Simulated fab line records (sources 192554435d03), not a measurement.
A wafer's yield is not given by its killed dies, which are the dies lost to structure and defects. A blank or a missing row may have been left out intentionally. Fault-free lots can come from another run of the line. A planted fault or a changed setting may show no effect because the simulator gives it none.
Chamber matching -- flow n5 finfet -- 3 sister chambers for N5_BEOL_M2_PECVD_72 on pecvd-04
The step deposits SiO2 from TEOS/O2, target thk 16 nm, time 18 s. 3 wafers are shown with their chamber, then 7 later ones without.

WAFERS, EACH WITH ITS CHAMBER
wafer,chamber,showerhead plenum p Torr (Torr)
L085.3,1,8.79
L088.1,2,8.90
L088.5,0,8.74

WAFERS WITHOUT THEIR CHAMBER
wafer,showerhead plenum p Torr (Torr)
L088.6,8.92
L089.3,8.75
L089.4,8.91
L089.6,8.78
L095.4,8.89
L095.5,8.77
L095.6,8.90

THE CHAMBER EACH PASSED THROUGH
wafer,from the rows above,in truth
L088.6,2,2
L089.3,0,0
L089.4,2,2
L089.6,1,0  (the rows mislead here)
L095.4,2,2
L095.5,can't be placed: 1 or 0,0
L095.6,2,2
Correctly placed: 5 of 7. Can't be placed from these rows: 1 (the true chamber is among the candidates in 1). Wrongly placed: 1.
How it was worked out, from the rows above alone: a wafer's distance from a chamber is the root of the sum, over the readings, of the square of ((its reading less the chamber's mean) divided by the reading's scatter). If the next closest chamber is less than 2 further off than the closest, the wafer can't be placed; otherwise it belongs to the closest. A chamber's mean is the mean of its shown wafers. The scatter (one wafer shown for each chamber): square how far every hidden wafer sits from the nearest shown wafer, average those squares and take the square root.
